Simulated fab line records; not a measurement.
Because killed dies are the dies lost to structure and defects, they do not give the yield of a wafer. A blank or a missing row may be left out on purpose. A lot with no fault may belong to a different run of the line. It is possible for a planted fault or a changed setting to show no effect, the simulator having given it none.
Chamber matching / flow n5-finfet / pecvd-03 running N5_BEOL_M6_PECVD_70: 3 sister chambers
The step deposits SiO2 from TEOS/O2, target thk 20 nm, time 22.7 s. 18 wafers are shown with their chamber, then 9 later ones without.

== WAFERS PAIRED WITH THEIR CHAMBERS ==
wafer=L076.1; chamber=1; showerhead-plenum-p-Torr (Torr)=8.85; throttle-valve-pct (%)=22.0; heater-power-w (W)=673
wafer=L076.4; chamber=0; showerhead-plenum-p-Torr (Torr)=8.87; throttle-valve-pct (%)=22.3; heater-power-w (W)=656
wafer=L076.6; chamber=1; showerhead-plenum-p-Torr (Torr)=8.86; throttle-valve-pct (%)=22.0; heater-power-w (W)=689
wafer=L077.1; chamber=0; showerhead-plenum-p-Torr (Torr)=8.86; throttle-valve-pct (%)=22.3; heater-power-w (W)=553
wafer=L077.2; chamber=2; showerhead-plenum-p-Torr (Torr)=8.73; throttle-valve-pct (%)=20.6; heater-power-w (W)=847
wafer=L077.5; chamber=2; showerhead-plenum-p-Torr (Torr)=8.75; throttle-valve-pct (%)=20.9; heater-power-w (W)=841
wafer=L078.1; chamber=1; showerhead-plenum-p-Torr (Torr)=8.84; throttle-valve-pct (%)=22.0; heater-power-w (W)=664
wafer=L078.3; chamber=0; showerhead-plenum-p-Torr (Torr)=8.88; throttle-valve-pct (%)=22.3; heater-power-w (W)=667
wafer=L078.4; chamber=0; showerhead-plenum-p-Torr (Torr)=8.86; throttle-valve-pct (%)=22.2; heater-power-w (W)=661
wafer=L080.1; chamber=1; showerhead-plenum-p-Torr (Torr)=8.85; throttle-valve-pct (%)=22.2; heater-power-w (W)=623
wafer=L080.2; chamber=0; showerhead-plenum-p-Torr (Torr)=8.86; throttle-valve-pct (%)=22.4; heater-power-w (W)=677
wafer=L080.5; chamber=2; showerhead-plenum-p-Torr (Torr)=8.76; throttle-valve-pct (%)=21.1; heater-power-w (W)=862
wafer=L085.3; chamber=1; showerhead-plenum-p-Torr (Torr)=8.86; throttle-valve-pct (%)=22.0; heater-power-w (W)=607
wafer=L085.4; chamber=0; showerhead-plenum-p-Torr (Torr)=8.88; throttle-valve-pct (%)=22.3; heater-power-w (W)=591
wafer=L085.6; chamber=1; showerhead-plenum-p-Torr (Torr)=8.87; throttle-valve-pct (%)=21.9; heater-power-w (W)=610
wafer=L088.3; chamber=0; showerhead-plenum-p-Torr (Torr)=8.87; throttle-valve-pct (%)=22.4; heater-power-w (W)=636
wafer=L088.5; chamber=2; showerhead-plenum-p-Torr (Torr)=8.74; throttle-valve-pct (%)=21.0; heater-power-w (W)=852
wafer=L088.6; chamber=1; showerhead-plenum-p-Torr (Torr)=8.85; throttle-valve-pct (%)=21.9; heater-power-w (W)=721

SIGNATURES (averages over the wafers above)
reading=showerhead-plenum-p-Torr; chamber 0=8.8686; chamber 1=8.8543; chamber 2=8.7450; scatter within a chamber=0.0102
reading=throttle-valve-pct; chamber 0=22.314; chamber 1=22.000; chamber 2=20.900; scatter within a chamber=0.123
reading=heater-power-w; chamber 0=634.43; chamber 1=655.29; chamber 2=850.50; scatter within a chamber=40.1
Rule: for a wafer and a chamber, the distance is found by dividing, reading by reading, the gap between the wafer's reading and the chamber's mean by the reading's scatter, squaring, summing and taking the root. The wafer belongs to the nearest chamber; if the next one is less than 2 further off, it can't be placed. The scatter: the root of (the sum of the squares of (reading less its chamber's mean) over the shown wafers, divided by (wafers less chambers)).

== WAFERS WHOSE CHAMBER IS MISSING ==
wafer=L087.3; showerhead-plenum-p-Torr (Torr)=8.86; throttle-valve-pct (%)=22.2; heater-power-w (W)=619
wafer=L087.4; showerhead-plenum-p-Torr (Torr)=8.87; throttle-valve-pct (%)=22.4; heater-power-w (W)=634
wafer=L087.6; showerhead-plenum-p-Torr (Torr)=8.89; throttle-valve-pct (%)=22.0; heater-power-w (W)=719
wafer=L079.1; showerhead-plenum-p-Torr (Torr)=8.74; throttle-valve-pct (%)=21.2; heater-power-w (W)=855
wafer=L079.2; showerhead-plenum-p-Torr (Torr)=8.85; throttle-valve-pct (%)=22.0; heater-power-w (W)=700
wafer=L079.6; showerhead-plenum-p-Torr (Torr)=8.84; throttle-valve-pct (%)=22.1; heater-power-w (W)=730
wafer=L096.1; showerhead-plenum-p-Torr (Torr)=8.85; throttle-valve-pct (%)=22.2; heater-power-w (W)=692
wafer=L096.3; showerhead-plenum-p-Torr (Torr)=8.74; throttle-valve-pct (%)=21.0; heater-power-w (W)=907
wafer=L096.6; showerhead-plenum-p-Torr (Torr)=8.88; throttle-valve-pct (%)=22.4; heater-power-w (W)=685

== CHAMBER TAKEN BY EACH ==
wafer=L087.3; from the rows above=can't be placed: 0 or 1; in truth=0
wafer=L087.4; from the rows above=0; in truth=0
wafer=L087.6; from the rows above=can't be placed: 1 or 0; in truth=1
wafer=L079.1; from the rows above=2; in truth=2
wafer=L079.2; from the rows above=1; in truth=1
wafer=L079.6; from the rows above=can't be placed: 1 or 0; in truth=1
wafer=L096.1; from the rows above=can't be placed: 1 or 0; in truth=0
wafer=L096.3; from the rows above=2; in truth=2
wafer=L096.6; from the rows above=0; in truth=0
5 of 9 placed correctly. From these rows, 4 cannot be placed; in 4 the true chamber is one of the candidates. Wrongly placed: 0.
